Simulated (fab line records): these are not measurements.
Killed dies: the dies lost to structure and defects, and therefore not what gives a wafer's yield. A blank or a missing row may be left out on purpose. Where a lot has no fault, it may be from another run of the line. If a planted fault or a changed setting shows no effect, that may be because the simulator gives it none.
fab line records    flow n5-finfet
record: lots: 5  wafers: 15  last-day: 16
route steps=1938 shown MOL_CONTACT_COAG@605 BEOL_M4@1111 PASSIVATION@1936
lots with no fault: from the same line, run without faults
start-h: hours from the record's first day to the start of the lot's first wafer shown    wait-h: time in hours since the lot's previous step    " repeats the value in the row above    L1.1+2: several wafers, shown together as one row    - no value, or no start given    * or withheld: withheld    < > ~ a bound
route shown NAME@n: NAME is a module with steps in the file, n the number in the route of the first one    usual: mean/standard deviation of fault-free wafers    same: alike in all rows    chamber/n: place in a boat    sites: each site's reading    _std_site: their standard deviation    _edge_site: outer sites' mean less inner sites'    radius-mm: how far each site lies from the wafer's centre    mask NAME#n: copy n    behind: tool/chamber where the wafer was last shaped    hold: reason for holding the lot/hours on hold/outcome of the hold    device: names the non-switching transistor (n, p or np)    end of line: tests of these same wafers at the route's end    a step with no rows: only its recipe    killed: at the first sort, the dies lost to defects and structure; wafer yield is something else    map: a wafer's dies, x killed, . not, _ none there
set.NAME: setting as actually run; set.NAME@STEP: the setting as run at that earlier step    model.NAME: the simulator's own value behind a step, which no gauge read
lots at selected steps of the route; one table per step, one row per wafer
services: from which hour (start-h, from the record's first day; less than 0 if before it) a tool's chamber was out of use, for how many hours, and why
== steps ==
step: N5_MOL_CONTACT_COAG_DESCUM_45
recipe: chemistry: O2  time-s: 7  source-power-w: 50  bias-power-w: 20  pressure-mtorr: 20  rf-frequency-hz: 2.712e+07  temp-c: 40  resist: CAR-EUV  o2-flow-sccm: 225
usual: drypump-motor-current-A: 5.8/0.39  oes-product-au: 0.81/0.086  rf-vpp-V: 243.4/1.5  showerhead-plenum-p-Torr: 2.11/0.073  throttle-valve-pct: 20.28/0.23
lot.wafer  tool         chamber  start-h  wait-h  drypump-motor-current-A  oes-product-au  rf-hours-counter-h  rf-vpp-V  showerhead-plenum-p-Torr  throttle-valve-pct
L665.2     rie-diel-06  0        129.41   0.1     5.9                      0.76            137                 243.1     2.11                      20.29
L665.3     "            1        "        "       6.4                      0.88            53                  245.3     2.22                      20.33
L665.5     "            0        "        "       5.9                      0.75            -                   242.4     2.11                      20.29
L670.3     rie-diel-05  2        164.99   0.0     5.8                      0.93            17                  242.9     2.14                      19.82
L670.4     "            1        "        "       5.6                      0.75            132                 244.1     2.18                      20.19
L670.5     "            3        "        "       5.9                      0.66            -                   240.7     2.06                      20.57
L673.4     rie-diel-04  0        183.56   0.2     5.4                      0.87            52                  245.6     2.13                      20.33
L673.5     "            3        "        "       5.6                      0.95            -                   243.8     2.14                      20.02
L673.6     "            0        "        "       5.4                      0.87            -                   243.1     2.13                      20.33
L674.1     rie-diel-04  3        186.89   0.0     5.6                      0.96            10                  244.7     2.14                      20.02
L674.3     "            2        "        "       5.9                      0.80            95                  242.5     2.11                      20.63
L674.4     "            1        "        "       6.0                      0.85            60                  242.7     2.12                      19.97
L679.2     rie-diel-06  3        216.73   0.0     6.6                      0.68            246                 241.5     1.97                      20.13
L679.3     "            0        "        "       5.9                      0.73            166                 242.9     2.10                      20.32
L679.4     "            2        "        "       5.6                      0.76            167                 241.7     2.00                      20.46
step: N5_MOL_CONTACT_COAG_ETCH_65
recipe: chemistry: N2/H2  target: underlayer  target-depth-a: 130  mask-material: CAR-EUV  time-s: 10.4  ion-energy-ev: 200  pressure-mtorr: 30  source-w: 840  bias-w: 150  n2-flow-sccm: 200  h2-flow-sccm: 200  ends: cleared
step: N5_MOL_CONTACT_COAG_ETCH_66
recipe: chemistry: CF4  target: SiARC  target-depth-a: 130  mask-material: CAR-EUV  time-s: 21.7  ion-energy-ev: 80  pressure-mtorr: 40  source-w: 545  bias-w: 36  Ar_flow_sccm: 100  cf4-flow-sccm: 100  ends: cleared
step: N5_MOL_CONTACT_COAG_ALD_133
recipe: material: SiO2  target-thk-a: 50  temp-c: 100  ald-precursor-family: BDEAS  ald-co-reactant: O2-plasma  pulse-time-s: 1  co-reactant-pulse-time-s: 1  purge-time-s: 2  co-reactant-purge-time-s: 2  ald-cycles: 35  pressure-torr: 2
step: N5_MOL_CONTACT_COAG_ETCHBACK_134
recipe: chemistry: CHF3  target: SiO2  target-depth-a: 100  time-s: 6.7  ion-energy-ev: 200  pressure-mtorr: 30  source-w: 610  bias-w: 170  Ar_flow_sccm: 200  CHF3_flow_sccm: 50
usual: drypump-motor-current-A: 5.8/0.34  oes-product-au: 0.82/0.087  rf-vpp-V: 527/5.1  showerhead-plenum-p-Torr: 2.41/0.066  throttle-valve-pct: 18.59/0.23
lot.wafer  tool         chamber  start-h  wait-h  drypump-motor-current-A  oes-product-au  rf-hours-counter-h  rf-vpp-V  showerhead-plenum-p-Torr  throttle-valve-pct
L665.2     rie-diel-05  1        130.58   0.1     5.6                      0.76            119                 531       2.49                      18.49
L665.3     "            3        "        "       5.9                      0.67            223                 527       2.35                      18.87
L665.5     "            2        "        "       5.8                      0.96            -                   524       2.43                      18.06
L670.3     rie-diel-04  2        165.39   0.2     5.9                      0.81            89                  529       2.40                      18.87
L670.4     "            3        "        "       5.6                      0.97            4                   527       2.43                      18.30
L670.5     "            2        "        "       5.9                      0.82            -                   527       2.40                      18.87
L673.4     rie-diel-05  2        184.26   0.1     5.8                      0.92            23                  524       2.42                      18.09
L673.5     "            1        "        "       5.6                      0.74            -                   532       2.48                      18.53
L673.6     "            2        "        "       5.8                      0.92            -                   522       2.42                      18.10
L674.1     rie-diel-04  0        187.31   0.1     5.4                      0.85            54                  537       2.42                      18.65
L674.3     "            2        "        "       5.9                      0.81            95                  529       2.40                      18.87
L674.4     "            3        "        "       5.6                      0.95            10                  526       2.43                      18.34
L679.2     rie-diel-06  1        217.04   0.1     6.4                      0.85            78                  524       2.50                      18.63
L679.3     "            0        "        "       5.9                      0.72            166                 517       2.37                      18.58
L679.4     "            2        "        "       5.6                      0.76            167                 522       2.28                      18.76
step: N5_MOL_CONTACT_COAG_ETCH_67
recipe: chemistry: N2/H2  target: SOC  target-depth-a: 600  overetch-a: 210  mask-material: SiARC  temp-c: 40  time-s: 101.2  ion-energy-ev: 200  pressure-mtorr: 30  source-w: 840  bias-w: 150  n2-flow-sccm: 200  h2-flow-sccm: 200
usual: drypump-motor-current-A: 5.8/0.33  oes-product-au: 0.68/0.07  rf-vpp-V: 524.7/2.2  showerhead-plenum-p-Torr: 2.57/0.072  throttle-valve-pct: 17.67/0.26
lot.wafer  tool         chamber  start-h  wait-h  drypump-motor-current-A  oes-product-au  rf-hours-counter-h  rf-vpp-V  showerhead-plenum-p-Torr  throttle-valve-pct
L665.2     rie-diel-05  1        130.61   0.0     5.7                      0.64            119                 527.8     2.67                      17.56
L665.3     "            3        "        "       5.9                      0.57            223                 523.4     2.52                      17.96
L665.5     "            2        "        "       5.8                      0.80            -                   525.9     2.61                      17.12
L670.3     rie-diel-04  2        165.42   0.0     5.9                      0.67            89                  524.1     2.57                      18.02
L670.4     "            3        "        "       5.6                      0.80            4                   525.7     2.60                      17.40
L670.5     "            2        "        "       5.9                      0.68            -                   525.6     2.57                      18.01
L673.4     rie-diel-05  2        184.29   0.0     5.8                      0.76            23                  525.8     2.60                      17.15
L673.5     "            1        "        "       5.7                      0.63            -                   527.6     2.66                      17.59
L673.6     "            2        "        "       5.8                      0.76            -                   525.1     2.60                      17.16
L674.1     rie-diel-04  0        187.35   0.0     5.4                      0.72            54                  523.8     2.58                      17.60
L674.3     "            2        "        "       5.9                      0.67            95                  523.8     2.57                      18.02
L674.4     "            3        "        "       5.6                      0.78            10                  526.1     2.60                      17.41
L679.2     rie-diel-06  1        217.08   0.0     6.4                      0.71            78                  527.8     2.69                      17.76
L679.3     "            0        "        "       5.9                      0.61            166                 522.8     2.53                      17.65
L679.4     "            2        "        "       5.6                      0.63            167                 521.0     2.43                      17.85
step: N5_MOL_CONTACT_COAG_STRIP_68
recipe: chemistry: N2/H2  temp-c: 40  n2-flow-sccm: 200  h2-flow-sccm: 200  rf-frequency-hz: 6e+07
step: N5_MOL_CONTACT_COAG_STRIP_69
recipe: chemistry: N2/H2  temp-c: 40  n2-flow-sccm: 200  h2-flow-sccm: 200  rf-frequency-hz: 6e+07
step: N5_MOL_CONTACT_COAG_ETCHBACK_136
recipe: chemistry: CHF3  target: SiO2  target-depth-a: 250  time-s: 16.7  ion-energy-ev: 200  pressure-mtorr: 30  source-w: 610  bias-w: 170  Ar_flow_sccm: 200  CHF3_flow_sccm: 50
step: N5_MOL_CONTACT_COAG_STRIP_120
recipe: chemistry: CHF3  resist: SiARC  rf-frequency-hz: 6e+07
step: N5_MOL_CONTACT_COAG_VIA_ETCH_117
recipe: chemistry: C4F6/O2  target-depth-a: 400  overetch-a: 80  mask-material: SOC  target: SiO2  bias-w: 455  pressure-mtorr: 10  time-s: 26  source-w: 325  Ar_flow_sccm: 300  C4F6_flow_sccm: 10  O2_flow_sccm: 10  ion-energy-ev: 575.3  ends: end-point
usual: drypump-motor-current-A: 5.8/0.33  oes_o_777_au: 0.81/0.082  oes-product-au: 0.73/0.071  rf-vpp-V: 1595/15  showerhead-plenum-p-Torr: 2.87/0.078  throttle-valve-pct: 40.9/0.32
lot.wafer  tool         chamber  start-h  wait-h  drypump-motor-current-A  oes_o_777_au  oes-product-au  rf-hours-counter-h  rf-vpp-V  showerhead-plenum-p-Torr  throttle-valve-pct
L665.2     rie-diel-05  1        130.73   0.0     5.7                      0.75          0.68            119                 1608      2.97                      40.9
L665.3     "            3        "        "       5.9                      0.67          0.61            223                 1595      2.81                      41.2
L665.5     "            2        "        "       5.8                      0.95          0.84            -                   1585      2.90                      40.1
L670.3     rie-diel-04  2        165.54   0.0     5.9                      0.81          0.72            89                  1599      2.87                      41.4
L670.4     "            3        "        "       5.6                      0.96          0.85            4                   1599      2.91                      40.6
L670.5     "            2        "        "       5.9                      0.80          0.72            -                   1599      2.87                      41.4
L673.4     rie-diel-05  2        184.41   0.0     5.8                      0.90          0.81            23                  1585      2.89                      40.1
L673.5     "            1        "        "       5.6                      0.73          0.66            -                   1607      2.96                      40.9
L673.6     "            2        "        "       5.8                      0.91          0.80            -                   1586      2.89                      40.1
L674.1     rie-diel-04  0        187.47   0.0     5.4                      0.85          0.77            54                  1622      2.89                      40.8
L674.3     "            2        "        "       5.9                      0.80          0.72            95                  1600      2.86                      41.4
L674.4     "            3        "        "       5.6                      0.93          0.82            10                  1598      2.90                      40.6
L679.2     rie-diel-06  1        217.20   0.0     6.4                      0.85          0.75            78                  1588      2.99                      40.8
L679.3     "            0        "        "       5.9                      0.74          0.65            166                 1566      2.83                      40.8
L679.4     "            2        "        "       5.6                      0.74          0.67            167                 1577      2.72                      41.0
step: N5_MOL_CONTACT_COAG_ETCH_124
recipe: chemistry: CH3F/O2  target: SiNx  target-depth-a: 65  mask-material: SOC  stop-on: SiOC  over-etch-frac: 0.3  ion-energy-ev: 120  pressure-mtorr: 30  source-w: 395  bias-w: 73  Ar_flow_sccm: 150  CH3F_flow_sccm: 30  O2_flow_sccm: 20  ends: end-point
usual: CH3F_flow_sccm: 29.99/0.096  drypump-motor-current-A: 5.8/0.33  oes_o_777_au: 0.81/0.082  oes-product-au: 0.70/0.071  rf-vpp-V: 298.9/3  showerhead-plenum-p-Torr: 2.02/0.057  throttle-valve-pct: 16.18/0.23
lot.wafer  tool         chamber  start-h  wait-h  CH3F_flow_sccm  drypump-motor-current-A  oes_o_777_au  oes-product-au  rf-hours-counter-h  rf-vpp-V  showerhead-plenum-p-Torr  throttle-valve-pct
L665.2     rie-diel-05  1        130.76   0.0     30.01           5.7                      0.75          0.65            119                 301.0     2.10                      16.10
L665.3     "            3        "        "       29.99           5.9                      0.67          0.57            223                 300.4     1.98                      16.49
L665.5     "            2        "        "       29.98           5.8                      0.94          0.82            -                   297.7     2.04                      15.65
L670.3     rie-diel-04  2        165.57   0.0     29.98           5.9                      0.82          0.69            89                  299.5     2.02                      16.44
L670.4     "            3        "        "       29.97           5.6                      0.96          0.82            4                   299.4     2.05                      15.90
L670.5     "            2        "        "       29.98           5.9                      0.81          0.69            -                   298.3     2.02                      16.44
L673.4     rie-diel-05  2        184.44   0.0     29.86           5.8                      0.90          0.78            23                  296.2     2.04                      15.70
L673.5     "            1        "        "       29.91           5.6                      0.73          0.64            -                   300.4     2.09                      16.14
L673.6     "            2        "        "       29.96           5.8                      0.90          0.77            -                   296.8     2.04                      15.69
L674.1     rie-diel-04  0        187.50   0.0     29.97           5.4                      0.84          0.73            54                  304.9     2.03                      16.21
L674.3     "            2        "        "       29.97           5.9                      0.81          0.69            95                  300.7     2.02                      16.47
L674.4     "            3        "        "       29.93           5.6                      0.93          0.80            10                  299.5     2.05                      15.92
L679.2     rie-diel-06  1        217.23   0.0     29.89           6.5                      0.84          0.73            78                  296.3     2.11                      16.23
L679.3     "            0        "        "       30.02           5.9                      0.73          0.63            166                 292.8     1.99                      16.19
L679.4     "            2        "        "       30.03           5.6                      0.75          0.65            167                 294.8     1.91                      16.38
step: N5_MOL_CONTACT_COAG_ETCH_48
recipe: chemistry: C4F6/O2  target-depth-a: 150  overetch-a: 45  mask-material: SOC  target: SiOC  bias-w: 465  pressure-mtorr: 10  time-s: 17  source-w: 335  Ar_flow_sccm: 300  C4F6_flow_sccm: 10  O2_flow_sccm: 10  ion-energy-ev: 576
usual: drypump-motor-current-A: 5.8/0.33  oes_o_777_au: 0.81/0.082  oes-product-au: 0.68/0.072  rf-vpp-V: 1597/15  showerhead-plenum-p-Torr: 2.87/0.078  throttle-valve-pct: 40.4/0.32
lot.wafer  tool         chamber  start-h  wait-h  drypump-motor-current-A  oes_o_777_au  oes-product-au  rf-hours-counter-h  rf-vpp-V  showerhead-plenum-p-Torr  throttle-valve-pct  model.SOC_of_MOL_CONTACT_COAG_COAT_62.thk-nm
L665.2     rie-diel-05  1        130.80   0.0     5.7                      0.74          0.56            119                 1610      2.97                      40.4                45.8
L665.3     "            3        "        "       5.9                      0.67          0.53            223                 1598      2.81                      40.7                46.2
L665.5     "            2        "        "       5.8                      0.94          0.73            -                   1586      2.90                      39.6                45.8
L670.3     rie-diel-04  2        165.61   0.0     5.9                      0.81          0.66            89                  1600      2.87                      40.9                46
L670.4     "            3        "        "       5.6                      0.96          0.82            4                   1600      2.91                      40.2                45.8
L670.5     "            2        "        "       5.9                      0.81          0.66            -                   1601      2.87                      40.9                45.8
L673.4     rie-diel-05  2        184.48   0.0     5.8                      0.90          0.73            23                  1588      2.89                      39.7                45.6
L673.5     "            1        "        "       5.6                      0.73          0.61            -                   1610      2.96                      40.4                45.6
L673.6     "            2        "        "       5.8                      0.89          0.70            -                   1587      2.89                      39.6                45.4
L674.1     rie-diel-04  0        187.54   0.0     5.5                      0.84          0.67            54                  1625      2.89                      40.4                46.2
L674.3     "            2        "        "       5.9                      0.80          0.68            95                  1600      2.86                      40.9                45.4
L674.4     "            3        "        "       5.6                      0.93          0.78            10                  1601      2.90                      40.2                45.2
L679.2     rie-diel-06  1        217.27   0.0     6.5                      0.85          0.69            78                  1590      2.99                      40.4                45.8
L679.3     "            0        "        "       5.9                      0.73          0.61            166                 1567      2.83                      40.3                46
L679.4     "            2        "        "       5.6                      0.75          0.61            167                 1581      2.72                      40.6                45.6
step: N5_MOL_CONTACT_COAG_STRIP_72
recipe: chemistry: N2/H2  power-w: 450  temp-c: 40  pressure-mtorr: 20  rf-frequency-hz: 6e+07  overash-fraction: 3  bias-power-w: 7  h2-frac: 0.5  n2-flow-sccm: 200  h2-flow-sccm: 200
step: N5_BEOL_M4_RC_MEAS_101
usual: DIBL_N: 36.3/1.4  DIBL_P: 36.2/1.5  IOFF_N: 0.160/0.021  IOFF_P: 0.211/0.027  ION_N: 676/7.7  ION_P: 463/5.5  SS_N: 71.4/0.57  SS_P: 73.3/0.58  VT_N: 249.3/2.5  VT_P: -250.1/2.6
lot.wafer  tool       chamber  start-h  wait-h  DIBL_N[mV/V]  DIBL_P[mV/V]  IOFF_N[nA/um]  IOFF_P[nA/um]  ION_N[uA/um]  ION_P[uA/um]  SS_N[mV/dec]  SS_P[mV/dec]  VT_N[mV]  VT_P[mV]
L665.2     prober-02  0        192.88   0.2     37.1          37.7          0.172          0.192          692           455           72.7          74.0          250.4     -252.0
L665.3     "          0        "        "       36.5          37.5          0.165          0.189          683           464           71.8          73.8          252.0     -253.6
L665.5     "          0        "        "       37.3          37.5          0.169          0.193          690           463           71.8          73.3          252.2     -252.7
L670.3     prober-01  0        245.09   0.3     35.3          35.3          0.138          0.194          680           466           70.9          72.7          251.1     -250.0
L670.4     "          0        "        "       36.2          36.0          0.149          0.209          673           462           71.2          73.4          249.0     -248.5
L670.5     "          0        "        "       36.6          36.2          0.152          0.203          666           458           71.2          73.4          251.2     -249.7
L674.1     prober-01  0        249.80   0.0     35.4          35.0          0.166          0.224          673           467           71.1          73.1          247.3     -246.8
L674.3     "          0        "        "       36.9          36.7          0.200          0.249          691           475           71.4          74.5          244.5     -247.0
L674.4     "          0        "        "       37.2          36.1          0.185          0.243          686           470           72.3          74.2          243.0     -244.7
L673.4     prober-01  0        261.02   0.5     35.5          35.5          0.155          0.215          680           468           71.2          73.2          253.7     -250.6
L673.5     "          0        "        "       34.2          35.0          0.144          0.199          676           468           70.8          72.9          249.9     -249.5
L673.6     "          0        "        "       35.5          35.8          0.159          0.211          679           468           71.2          73.4          251.2     -249.6
L679.2     prober-02  0        276.27   0.2     34.5          33.4          0.134          0.177          673           460           70.6          72.8          250.8     -250.7
L679.3     "          0        "        "       36.4          35.8          0.172          0.203          685           461           71.2          73.6          247.1     -255.4
L679.4     "          0        "        "       35.2          34.1          0.147          0.186          675           460           71.2          72.7          248.0     -252.7
step: N5_PASSIVATION_PROBE_49
usual: defect-limited-yield: 91.3/1.4  killed_at_M0_to_M3: 34/10  killed_at_M4_up: 13/4.8  killed-at-contacts: 12/6.1  killed-at-front-end: 40/11  killed-at-other: 3.7/2.8  killed-dies: 103/16  killed-open: 67/12  killed-short: 34/7.4  sort_bin_5_function: 5.1/0.95  sort_bin_6_memory: 3.2/0.62  sort-n-pass: 1077/16  sort-yield-pct: 91.3/1.4
same: gross-dies: 1180  killed-at-back-side: 0  sort_bin_4_leakage[%]: 0  sort_bin_8_speed[%]: 0
lot.wafer  tool       chamber  start-h  wait-h  defect-limited-yield[%]  killed_at_M0_to_M3  killed_at_M4_up  killed-at-contacts  killed-at-front-end  killed-at-other  killed-dies  killed-open  killed-short  sort_bin_5_function[%]  sort_bin_6_memory[%]  sort-n-pass  sort-yield-pct[%]
L665.2     prober-01  -        286.85   0.1     91.6                     37                  14               17                  30                   1                99           69           28            5.0                     2.7                   1081         91.6
L665.3     prober-01  -        286.90   0.1     91.4                     38                  9                2                   50                   2                101          68           33            4.2                     3.9                   1079         91.4
L665.5     prober-01  -        287.00   0.2     91.8                     29                  10               6                   51                   1                97           67           30            4.9                     3.2                   1083         91.8
L670.3     prober-02  -        356.25   0.1     92.2                     30                  9                13                  38                   2                92           46           46            3.8                     3.5                   1088         92.2
L670.4     prober-02  -        356.30   0.2     90.3                     41                  12               18                  41                   3                115          76           37            5.6                     3.9                   1065         90.3
L670.5     prober-02  -        356.35   0.2     91.8                     24                  20               9                   40                   4                97           57           39            5.4                     2.4                   1083         91.8
L674.1     prober-02  -        360.97   0.0     90.2                     48                  16               11                  40                   1                116          82           31            5.8                     3.6                   1064         90.2
L674.3     prober-02  -        361.07   0.1     91.1                     34                  16               21                  33                   1                105          74           31            5.2                     3.6                   1075         91.1
L674.4     prober-02  -        361.12   0.2     91.3                     32                  10               9                   50                   2                103          73           28            5.4                     3.1                   1077         91.3
L673.4     prober-01  -        362.23   0.2     89.8                     26                  19               14                  55                   6                120          84           33            5.8                     4.2                   1060         89.8
L673.5     prober-01  -        362.28   0.2     91.8                     16                  8                21                  44                   8                97           72           23            4.8                     3.4                   1083         91.8
L673.6     prober-01  -        362.33   0.3     89.2                     30                  18               8                   67                   5                128          91           36            5.8                     4.7                   1052         89.2
L679.2     prober-01  -        382.48   0.1     91.5                     38                  13               18                  29                   2                100          70           30            5.2                     3.3                   1080         91.5
L679.3     prober-01  -        382.53   0.1     90.9                     29                  24               12                  39                   3                107          63           40            5.8                     2.9                   1073         90.9
L679.4     prober-01  -        382.58   0.2     91.3                     33                  13               6                   51                   0                103          64           39            5.3                     2.8                   1077         91.3
killed by level:class
L665.2 BEOL_M1:geometric-particle:open=15 MOL_CONTACT_COAG:geometric-particle:open=13 STI_FIN_REVEAL:geometric-particle:open=10 FIN_SAQP:geometric-particle:short=6 BEOL_M0:geometric-particle:open=5 STARTING-WAFER:geometric-particle:open=4 MOL_CONTACT_COAG:geometric-particle:short=4 BEOL_M2:geometric-particle:open=4
L665.3 FIN_SAQP:geometric-particle:open=19 BEOL_M1:geometric-particle:open=14 STI_FIN_REVEAL:geometric-particle:open=9 FIN_SAQP:geometric-particle:short=8 BEOL_M1:geometric-particle:short=7 BEOL_M0_SAQP:geometric-particle:short=6 BEOL_M2:geometric-particle:open=5 BEOL_M4:geometric-particle:open=5
L665.5 STI_FIN_REVEAL:geometric-particle:open=13 FIN_SAQP:geometric-particle:open=10 FIN_SAQP:geometric-particle:short=8 BEOL_M0_SAQP:geometric-particle:open=7 GATE_CUT:geometric-particle:short=6 MOL_CONTACT_COAG:geometric-particle:open=6 BEOL_M1:geometric-particle:open=6 BEOL_M2:geometric-particle:open=5
L670.3 GATE_CUT:geometric-particle:short=9 MOL_CONTACT_COAG:geometric-particle:open=9 BEOL_M2:geometric-particle:open=8 BEOL_M0_SAQP:geometric-particle:short=7 STARTING-WAFER:geometric-particle:open=5 GATE_CUT:geometric-particle:open=4 MOL_CONTACT_COAG:geometric-particle:short=4 BEOL_M1:geometric-particle:short=4
L670.4 BEOL_M2:geometric-particle:open=15 MOL_CONTACT_COAG:geometric-particle:open=11 BEOL_M0_SAQP:geometric-particle:short=10 GATE_CUT:geometric-particle:open=7 BEOL_M0_SAQP:geometric-particle:open=7 DUMMY_GATE:geometric-particle:open=6 MOL_CONTACT_COAG:geometric-particle:short=6 FIN_SAQP:geometric-particle:short=5
L670.5 BEOL_M4:geometric-particle:open=9 BEOL_M2:geometric-particle:open=8 GATE_CUT:geometric-particle:short=7 SPACER0:geometric-particle:short=6 MOL_CONTACT_COAG:geometric-particle:open=6 BEOL_M0_SAQP:geometric-particle:short=6 BEOL_M0_SAQP:geometric-particle:open=6 FIN_SAQP:geometric-particle:short=5
L674.1 STI_FIN_REVEAL:geometric-particle:open=11 BEOL_M3:geometric-particle:open=11 BEOL_M2:geometric-particle:open=11 MOL_CONTACT_COAG:geometric-particle:open=9 BEOL_M0_SAQP:geometric-particle:short=8 DUMMY_GATE:geometric-particle:open=6 BEOL_M0:geometric-particle:open=6 BEOL_M0_SAQP:geometric-particle:open=5
L674.3 MOL_CONTACT_COAG:geometric-particle:open=16 FIN_SAQP:geometric-particle:open=9 BEOL_M3:geometric-particle:open=9 BEOL_M4:geometric-particle:open=9 BEOL_M0_SAQP:geometric-particle:short=6 FIN_SAQP:geometric-particle:short=5 STI_FIN_REVEAL:geometric-particle:open=5 DUMMY_GATE:geometric-particle:open=5
L674.4 STI_FIN_REVEAL:geometric-particle:open=19 BEOL_M1:geometric-particle:open=12 DUMMY_GATE:geometric-particle:open=10 BEOL_M3:geometric-particle:open=8 FIN_SAQP:geometric-particle:short=7 MOL_CONTACT_COAG:geometric-particle:open=7 BEOL_M1:geometric-particle:short=6 FIN_SAQP:geometric-particle:open=3
L673.4 STI_FIN_REVEAL:geometric-particle:open=20 MOL_CONTACT_COAG:geometric-particle:open=11 BEOL_M1:geometric-particle:open=8 BEOL_M0_SAQP:geometric-particle:open=7 BEOL_M4:geometric-particle:short=7 FIN_SAQP:geometric-particle:open=6 STARTING-WAFER:geometric-particle:open=6 FIN_SAQP:geometric-particle:short=5
L673.5 STI_FIN_REVEAL:geometric-particle:open=19 MOL_CONTACT_COAG:geometric-particle:open=18 FIN_SAQP:geometric-particle:open=8 FIN_SAQP:geometric-particle:short=5 BEOL_M0_SAQP:geometric-particle:open=5 ILD0:geometric-particle:open=3 MOL_CONTACT_COAG:geometric-particle:short=3 BEOL_M0_SAQP:geometric-particle:short=3
L673.6 FIN_SAQP:geometric-particle:open=17 STI_FIN_REVEAL:geometric-particle:open=17 GATE_CUT:geometric-particle:short=9 BEOL_M0_SAQP:geometric-particle:short=7 ILD0:geometric-particle:open=7 BEOL_M0_SAQP:geometric-particle:open=7 BEOL_M5:geometric-particle:open=7 MOL_CONTACT_COAG:geometric-particle:open=6
L679.2 MOL_CONTACT_COAG:geometric-particle:open=15 BEOL_M2:geometric-particle:open=13 BEOL_M0_SAQP:geometric-particle:open=7 FIN_SAQP:geometric-particle:short=6 FIN_SAQP:geometric-particle:open=5 BEOL_M0_SAQP:geometric-particle:short=5 STI_FIN_REVEAL:geometric-particle:open=4 BEOL_M2:geometric-particle:short=4
L679.3 MOL_CONTACT_COAG:geometric-particle:open=11 BEOL_M4:geometric-particle:open=11 FIN_SAQP:geometric-particle:open=9 FIN_SAQP:geometric-particle:short=9 BEOL_M0_SAQP:geometric-particle:short=8 BEOL_M2:geometric-particle:open=7 BEOL_M0_SAQP:geometric-particle:open=6 BEOL_M4:geometric-particle:short=6
L679.4 STI_FIN_REVEAL:geometric-particle:open=22 BEOL_M0_SAQP:geometric-particle:short=10 BEOL_M2:geometric-particle:open=9 FIN_SAQP:geometric-particle:short=6 BEOL_M4:geometric-particle:open=6 MOL_CONTACT_COAG:geometric-particle:open=5 BEOL_M0_SAQP:geometric-particle:open=5 STARTING-WAFER:geometric-particle:short=5
== services ==
tool         chamber  start-h  hours  kind
rie-diel-05  0        116.69   -      clean
rie-diel-05  0        116.69   -      consumable-replace:focus-ring
rie-diel-05  0        116.69   -      consumable-replace:showerhead
rie-diel-05  0        116.69   19.2   scheduled-down
rie-diel-05  0        116.69   19.2   vent-cycle
rie-diel-05  2        132.80   6.0    repair
rie-diel-04  3        137.04   -      clean
rie-diel-04  3        137.04   -      consumable-replace:focus-ring
rie-diel-04  3        137.04   17.2   scheduled-down
rie-diel-04  3        137.04   17.2   vent-cycle
rie-diel-05  3        204.47   -      clean
rie-diel-05  3        204.47   -      consumable-replace:focus-ring
rie-diel-05  3        204.47   40.2   scheduled-down
rie-diel-05  3        204.47   40.2   vent-cycle
== key ==
first-sign none at tools or gauges
model-effect: step: N5_MOL_CONTACT_COAG_ETCH_48  value: SOC_of_MOL_CONTACT_COAG_COAT_62.thk-nm  without: 45.4  struck: 46.2
met-at N5_MOL_CONTACT_COAG_ETCH_48
struck-wafers L674.1
fault: kind: process-parameter-drift  tool: rie-diel-04  chamber: 0  onset-h: 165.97  steps: N5_MOL_CONTACT_COAG_ETCH_48  channel: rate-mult  offset: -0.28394  shape: step  end-h: 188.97
